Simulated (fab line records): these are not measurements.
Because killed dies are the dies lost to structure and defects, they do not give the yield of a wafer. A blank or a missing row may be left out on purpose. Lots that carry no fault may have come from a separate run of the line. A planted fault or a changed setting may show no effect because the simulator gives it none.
Which tool did it? :: flow nandHarc :: Sampling: 14 lots, 42 wafers, 6 of 1302 route steps

## WHAT THE GAUGES SHOWED, per wafer
NHARC_P_M1_CD_MEAS_09: target cd 130 nm. Usual: cdNm 129.6 nm, standard deviation 0.59.
lot: L487
measured: day 6 13:57
on: cdSem-01
cdNm (nm): 128.0 128.9 128.7
flag: 

lot: L489
measured: day 7 05:34
on: cdSem-02
cdNm (nm): 130.2 129.4 129.9
flag: 

lot: L490
measured: day 7 16:00
on: cdSem-01
cdNm (nm): 129.0 130.1 129.4
flag: 

lot: L492
measured: day 8 12:40
on: cdSem-02
cdNm (nm): 129.6 131.0 130.0
flag: 

lot: L495
measured: day 9 11:00
on: cdSem-03
cdNm (nm): 128.8 129.6 129.8
flag: 

lot: L496
measured: day 10 03:46
on: cdSem-02
cdNm (nm): 129.2 130.5 129.8
flag: 

lot: L498
measured: day 10 14:46
on: cdSem-01
cdNm (nm): 128.7 130.0 129.7
flag: 

lot: L499
measured: day 11 06:02
on: cdSem-01
cdNm (nm): 129.7 129.3 129.8
flag: 

lot: L501
measured: day 12 06:15
on: cdSem-02
cdNm (nm): 130.7 129.7 129.5
flag: 

lot: L502
measured: day 12 06:24
on: cdSem-03
cdNm (nm): 119.2 119.9 119.8
flag: OFF

lot: L504
measured: day 13 08:01
on: cdSem-03
cdNm (nm): 121.4 120.6 120.5
flag: OFF

lot: L505
measured: day 13 20:17
on: cdSem-03
cdNm (nm): 129.2 129.0 129.7
flag: 

lot: L506
measured: day 14 03:21
on: cdSem-02
cdNm (nm): 130.0 128.8 129.5
flag: 

lot: L508
measured: day 14 21:44
on: cdSem-01
cdNm (nm): 129.0 130.3 129.8
flag: 

NHARC_END_SORT_01. Usual: defectLimitedYield 91 %, standard deviation 3.4; killedAtArray 55, standard deviation 23; killedAtOther 1.0, standard deviation 1.2; killedAtPeriphery 3.2, standard deviation 2.7; killedDies 59, standard deviation 23; killedOpen 3.1, standard deviation 1.6; killedShort 2.2, standard deviation 1.5.
lot: L492
measured: day 26 04:32
on: prober-02
defectLimitedYield (%): 93 93 93
killedAtArray: 45 45 47
killedAtOther: 2 0 0
killedAtPeriphery: 0 2 3
killedDies: 47 47 50
killedOpen: 3 4 3
killedShort: 2 3 1
flag: 

lot: L498
measured: day 29 02:59
on: prober-02
defectLimitedYield (%): 84 87 85
killedAtArray: 100 86 96
killedAtOther: 3 2 2
killedAtPeriphery: 3 2 2
killedDies: 106 90 100
killedOpen: 5 6 3
killedShort: 1 2 0
flag: 

## WHICH TOOL RAN EACH LOT (tool, then ch and the chambers of the sampled wafers, then the start)
lot: L487
NHARC_P_M0_PRE_CLEAN_29: pvdSputter-02, day 6 12:45 or earlier
NHARC_P_M0_PVD_21: pvdSputter-02, day 6 12:45 or earlier
NHARC_P_M0_DEP_32: pecvd-02 ch 0,1,2, day 6 12:45
NHARC_P_M1_PEB_07: lithoTrack-06 ch 0, day 6 13:52

lot: L489
NHARC_P_M0_PRE_CLEAN_29: pvdSputter-02, day 7 04:29 or earlier
NHARC_P_M0_PVD_21: pvdSputter-02, day 7 04:29 or earlier
NHARC_P_M0_DEP_32: pecvd-01 ch 1,2, day 7 04:29
NHARC_P_M1_PEB_07: lithoTrack-04 ch 0, day 7 05:28

lot: L490
NHARC_P_M0_PRE_CLEAN_29: pvdSputter-02, day 7 14:50 or earlier
NHARC_P_M0_PVD_21: pvdSputter-02, day 7 14:50 or earlier
NHARC_P_M0_DEP_32: pecvd-03 ch 0,1,2, day 7 14:50
NHARC_P_M1_PEB_07: lithoTrack-04 ch 0, day 7 15:55

lot: L492
NHARC_P_M0_PRE_CLEAN_29: pvdSputter-01, day 8 11:27 or earlier
NHARC_P_M0_PVD_21: pvdSputter-01, day 8 11:27 or earlier
NHARC_P_M0_DEP_32: pecvd-02 ch 0,1, day 8 11:27
NHARC_P_M1_PEB_07: lithoTrack-01 ch 0, day 8 12:35

lot: L495
NHARC_P_M0_PRE_CLEAN_29: pvdSputter-01, day 9 09:48 or earlier
NHARC_P_M0_PVD_21: pvdSputter-01, day 9 09:48 or earlier
NHARC_P_M0_DEP_32: pecvd-02 ch 0,1,2, day 9 09:48
NHARC_P_M1_PEB_07: lithoTrack-04 ch 0, day 9 10:55

lot: L496
NHARC_P_M0_PRE_CLEAN_29: pvdSputter-02, day 10 02:34 or earlier
NHARC_P_M0_PVD_21: pvdSputter-02, day 10 02:34 or earlier
NHARC_P_M0_DEP_32: pecvd-03 ch 0,1,2, day 10 02:34
NHARC_P_M1_PEB_07: lithoTrack-06 ch 0, day 10 03:41

lot: L498
NHARC_P_M0_PRE_CLEAN_29: pvdSputter-02, day 10 13:37 or earlier
NHARC_P_M0_PVD_21: pvdSputter-02, day 10 13:37 or earlier
NHARC_P_M0_DEP_32: pecvd-03 ch 0,1, day 10 13:37
NHARC_P_M1_PEB_07: lithoTrack-01 ch 0, day 10 14:41

lot: L499
NHARC_P_M0_PRE_CLEAN_29: pvdSputter-02, day 11 04:56 or earlier
NHARC_P_M0_PVD_21: pvdSputter-02, day 11 04:56 or earlier
NHARC_P_M0_DEP_32: pecvd-01 ch 0,1,2, day 11 04:56
NHARC_P_M1_PEB_07: lithoTrack-06 ch 0, day 11 05:57

lot: L501
NHARC_P_M0_PRE_CLEAN_29: pvdSputter-01, day 12 05:07 or earlier
NHARC_P_M0_PVD_21: pvdSputter-01, day 12 05:07 or earlier
NHARC_P_M0_DEP_32: pecvd-03 ch 1,2, day 12 05:07
NHARC_P_M1_PEB_07: lithoTrack-04 ch 0, day 12 06:10

lot: L502
NHARC_P_M0_PRE_CLEAN_29: pvdSputter-02, day 12 05:10 or earlier
NHARC_P_M0_PVD_21: pvdSputter-02, day 12 05:10 or earlier
NHARC_P_M0_DEP_32: pecvd-01 ch 0,1, day 12 05:10
NHARC_P_M1_PEB_07: lithoTrack-06 ch 0, day 12 06:19

lot: L504
NHARC_P_M0_PRE_CLEAN_29: pvdSputter-02, day 13 06:53 or earlier
NHARC_P_M0_PVD_21: pvdSputter-02, day 13 06:53 or earlier
NHARC_P_M0_DEP_32: pecvd-03 ch 0,1, day 13 06:53
NHARC_P_M1_PEB_07: lithoTrack-06 ch 0, day 13 07:56

lot: L505
NHARC_P_M0_PRE_CLEAN_29: pvdSputter-03, day 13 19:05 or earlier
NHARC_P_M0_PVD_21: pvdSputter-03, day 13 19:05 or earlier
NHARC_P_M0_DEP_32: pecvd-03 ch 1,2, day 13 19:05
NHARC_P_M1_PEB_07: lithoTrack-04 ch 0, day 13 20:12

lot: L506
NHARC_P_M0_PRE_CLEAN_29: pvdSputter-01, day 14 02:08 or earlier
NHARC_P_M0_PVD_21: pvdSputter-01, day 14 02:08 or earlier
NHARC_P_M0_DEP_32: pecvd-02 ch 1,2, day 14 02:08
NHARC_P_M1_PEB_07: lithoTrack-01 ch 0, day 14 03:17

lot: L508
NHARC_P_M0_PRE_CLEAN_29: pvdSputter-03, day 14 20:32 or earlier
NHARC_P_M0_PVD_21: pvdSputter-03, day 14 20:32 or earlier
NHARC_P_M0_DEP_32: pecvd-03 ch 0,1, day 14 20:32
NHARC_P_M1_PEB_07: lithoTrack-04 ch 0, day 14 21:40
- NHARC_P_M0_PRE_CLEAN_29: time 30 s.
- NHARC_P_M0_PVD_21: deposits Cu, target thk 30 nm, time 20.49 s.
- NHARC_P_M0_DEP_32: deposits SiCN, target thk 30 nm.
- NHARC_P_M1_PEB_07: peb time 65 s.

## WHAT THE TOOLS THEMSELVES READ (means of the sampled wafers that have a number; where no wafer has one, the mark that the record gives instead)
NHARC_P_M0_PRE_CLEAN_29. Usual: heaterPowerW 403 W, standard deviation 30.
lot: L487
tool: pvdSputter-02
heaterPowerW (W): 400
flag: 

lot: L489
tool: pvdSputter-02
heaterPowerW (W): 404
flag: 

lot: L490
tool: pvdSputter-02
heaterPowerW (W): 396
flag: 

lot: L492
tool: pvdSputter-01
heaterPowerW (W): 399
flag: 

lot: L495
tool: pvdSputter-01
heaterPowerW (W): 394
flag: 

lot: L496
tool: pvdSputter-02
heaterPowerW (W): 423
flag: 

lot: L498
tool: pvdSputter-02
heaterPowerW (W): 416
flag: 

lot: L499
tool: pvdSputter-02
heaterPowerW (W): 427
flag: 

lot: L501
tool: pvdSputter-01
heaterPowerW (W): 393
flag: 

lot: L502
tool: pvdSputter-02
heaterPowerW (W): 405
flag: 

lot: L504
tool: pvdSputter-02
heaterPowerW (W): 372
flag: 

lot: L505
tool: pvdSputter-03
heaterPowerW (W): 412
flag: 

lot: L506
tool: pvdSputter-01
heaterPowerW (W): 392
flag: 

lot: L508
tool: pvdSputter-03
heaterPowerW (W): 413
flag: 

NHARC_P_M0_PVD_21. Usual: throttleValvePct 29.9 %, standard deviation 0.87.
lot: L487
tool: pvdSputter-02
throttleValvePct (%): 30.5
flag: 

lot: L489
tool: pvdSputter-02
throttleValvePct (%): 30.2
flag: 

lot: L490
tool: pvdSputter-02
throttleValvePct (%): 30.4
flag: 

lot: L492
tool: pvdSputter-01
throttleValvePct (%): 29.8
flag: 

lot: L495
tool: pvdSputter-01
throttleValvePct (%): 29.6
flag: 

lot: L496
tool: pvdSputter-02
throttleValvePct (%): 30.2
flag: 

lot: L498
tool: pvdSputter-02
throttleValvePct (%): 30.4
flag: 

lot: L499
tool: pvdSputter-02
throttleValvePct (%): 30.2
flag: 

lot: L501
tool: pvdSputter-01
throttleValvePct (%): 28.5
flag: 

lot: L502
tool: pvdSputter-02
throttleValvePct (%): 30.4
flag: 

lot: L504
tool: pvdSputter-02
throttleValvePct (%): 30.4
flag: 

lot: L505
tool: pvdSputter-03
throttleValvePct (%): 28.9
flag: 

lot: L506
tool: pvdSputter-01
throttleValvePct (%): 29.3
flag: 

lot: L508
tool: pvdSputter-03
throttleValvePct (%): 29.2
flag: 

NHARC_P_M0_DEP_32. Usual: heaterPowerW 548 W, standard deviation 75.
lot: L487
tool: pecvd-02
heaterPowerW (W): 559
flag: 

lot: L489
tool: pecvd-01
heaterPowerW (W): 497
flag: 

lot: L490
tool: pecvd-03
heaterPowerW (W): 609
flag: 

lot: L492
tool: pecvd-02
heaterPowerW (W): 473
flag: 

lot: L495
tool: pecvd-02
heaterPowerW (W): 544
flag: 

lot: L496
tool: pecvd-03
heaterPowerW (W): 572
flag: 

lot: L498
tool: pecvd-03
heaterPowerW (W): 600
flag: 

lot: L499
tool: pecvd-01
heaterPowerW (W): 485
flag: 

lot: L501
tool: pecvd-03
heaterPowerW (W): 533
flag: 

lot: L502
tool: pecvd-01
heaterPowerW (W): 538
flag: 

lot: L504
tool: pecvd-03
heaterPowerW (W): 630
flag: 

lot: L505
tool: pecvd-03
heaterPowerW (W): 523
flag: 

lot: L506
tool: pecvd-02
heaterPowerW (W): 545
flag: 

lot: L508
tool: pecvd-03
heaterPowerW (W): 577
flag: 

NHARC_P_M1_PEB_07. Usual: exhaustPa 45.0 Pa, standard deviation 0.91; heaterPowerTotalW 156.6 W, standard deviation 0.43; plateTempC 100.03 C, standard deviation 0.12.
lot: L487
tool: lithoTrack-06
exhaustPa (Pa): 44.5
heaterPowerTotalW (W): 156.9
plateTempC (C): 100.08
flag: 

lot: L489
tool: lithoTrack-04
exhaustPa (Pa): 45.2
heaterPowerTotalW (W): 157.1
plateTempC (C): 100.12
flag: 

lot: L490
tool: lithoTrack-04
exhaustPa (Pa): 44.8
heaterPowerTotalW (W): 156.0
plateTempC (C): 100.06
flag: 

lot: L492
tool: lithoTrack-01
exhaustPa (Pa): 45.7
heaterPowerTotalW (W): 156.2
plateTempC (C): 100.21
flag: 

lot: L495
tool: lithoTrack-04
exhaustPa (Pa): 45.5
heaterPowerTotalW (W): 156.6
plateTempC (C): 100.02
flag: 

lot: L496
tool: lithoTrack-06
exhaustPa (Pa): 43.8
heaterPowerTotalW (W): 157.0
plateTempC (C): 100.09
flag: 

lot: L498
tool: lithoTrack-01
exhaustPa (Pa): 44.5
heaterPowerTotalW (W): 156.6
plateTempC (C): 99.86
flag: 

lot: L499
tool: lithoTrack-06
exhaustPa (Pa): 45.1
heaterPowerTotalW (W): 156.5
plateTempC (C): 100.11
flag: 

lot: L501
tool: lithoTrack-04
exhaustPa (Pa): 45.5
heaterPowerTotalW (W): 156.5
plateTempC (C): 100.13
flag: 

lot: L502
tool: lithoTrack-06
exhaustPa (Pa): 44.5
heaterPowerTotalW (W): 151.5
plateTempC (C): 97.58
flag: OFF

lot: L504
tool: lithoTrack-06
exhaustPa (Pa): 45.8
heaterPowerTotalW (W): 151.4
plateTempC (C): 97.63
flag: OFF

lot: L505
tool: lithoTrack-04
exhaustPa (Pa): 45.0
heaterPowerTotalW (W): 156.4
plateTempC (C): 100.06
flag: 

lot: L506
tool: lithoTrack-01
exhaustPa (Pa): 43.9
heaterPowerTotalW (W): 156.3
plateTempC (C): 100.13
flag: 

lot: L508
tool: lithoTrack-04
exhaustPa (Pa): 44.3
heaterPowerTotalW (W): 156.4
plateTempC (C): 100.14
flag: 

## THE ANSWER, worked out from the rows above alone
Rule: a lot is off if the mean of its wafers that have a number lies more than 3 standard deviations from the usual mean. Also off: a lot with no number at a reading for which 4 or more lots have one. The other lots that the step has rows for count as sound. After the gauges, taken in route order, come the tools' own readings; for these a lot's mean is taken, as printed above. At the first step where some lot is off, the reading lying furthest off is the one used; lots without a number count as furthest.
Off at NHARC_P_M1_CD_MEAS_09 (cdNm): L502, L504.
A tool fits if, at a process step before that reading, it ran every lot that is off, and no sound lot after the first of them. The gauges at NHARC_P_M1_CD_MEAS_09 aren't tried: what is off there is off at NHARC_P_M1_PEB_07 too, on other tools, and a gauge's error can't cause that. Because NHARC_P_M0_PRE_CLEAN_29 lacks a start for some lots, the hours and order of its lots are taken from NHARC_P_M0_DEP_32. Because NHARC_P_M0_PVD_21 lacks a start for some lots, the hours and order of its lots are taken from NHARC_P_M0_DEP_32. Undecided on this evidence; 2 tools fit (pvdSputter-02 at NHARC_P_M0_PRE_CLEAN_29 and NHARC_P_M0_PVD_21, lithoTrack-06 at NHARC_P_M1_PEB_07).

## WHAT THE SIMULATOR HAD PUT IN
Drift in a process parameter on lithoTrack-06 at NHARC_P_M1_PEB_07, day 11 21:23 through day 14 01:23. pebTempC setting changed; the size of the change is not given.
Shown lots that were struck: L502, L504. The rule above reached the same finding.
